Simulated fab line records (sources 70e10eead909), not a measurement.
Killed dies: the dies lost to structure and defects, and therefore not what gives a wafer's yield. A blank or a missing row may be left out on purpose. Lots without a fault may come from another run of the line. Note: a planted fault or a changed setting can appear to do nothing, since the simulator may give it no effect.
Matching of chambers	flow nand harc	NHARC_A_WL_FILL_ALD_10 on ald hk-02: 3 sister chambers
The step deposits SiO2, target thk 50 nm, pulse time 10 s, ald cycles 500. 6 wafers are shown with their chamber, then 5 later ones without.

== WAFERS, EACH WITH ITS CHAMBER ==
wafer	chamber	heater power w (W)	precursor pulse height rel
L560.6	0	454	1.008
L561.1	1	458	1.002
L561.2	0	459	1.003
L561.5	3	507	1.004
L564.3	1	445	1.017
L564.2	3	506	1.026

== WAFERS MISSING THEIR CHAMBER ==
wafer	heater power w (W)	precursor pulse height rel
L564.6	443	1.018
L567.2	491	1.005
L567.5	475	0.972
L569.3	482	0.990
L569.5	462	0.983

== EACH ONE'S CHAMBER ==
wafer	from the rows above	in truth
L564.6	can't be placed: 1 or 0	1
L567.2	3	3
L567.5	can't be placed: 0 or 1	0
L569.3	can't be placed: 0 or 3 or 1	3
L569.5	can't be placed: 0 or 1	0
1 of 5 placed correctly. Unplaceable from these rows: 4, with the true chamber sitting among the candidates in 4. 0 placed wrongly.
How it was worked out, from the rows above alone: a wafer's distance from a chamber is the root of the sum, over the readings, of the square of ((its reading less the chamber's mean) divided by the reading's scatter). If the next closest chamber is less than 2 further off than the closest, the wafer can't be placed; otherwise it belongs to the closest. Each chamber's mean is taken over the wafers shown for it. The scatter: take each reading less its chamber's mean, square it, sum over the shown wafers, divide by the number of wafers less the number of chambers, and take the root.
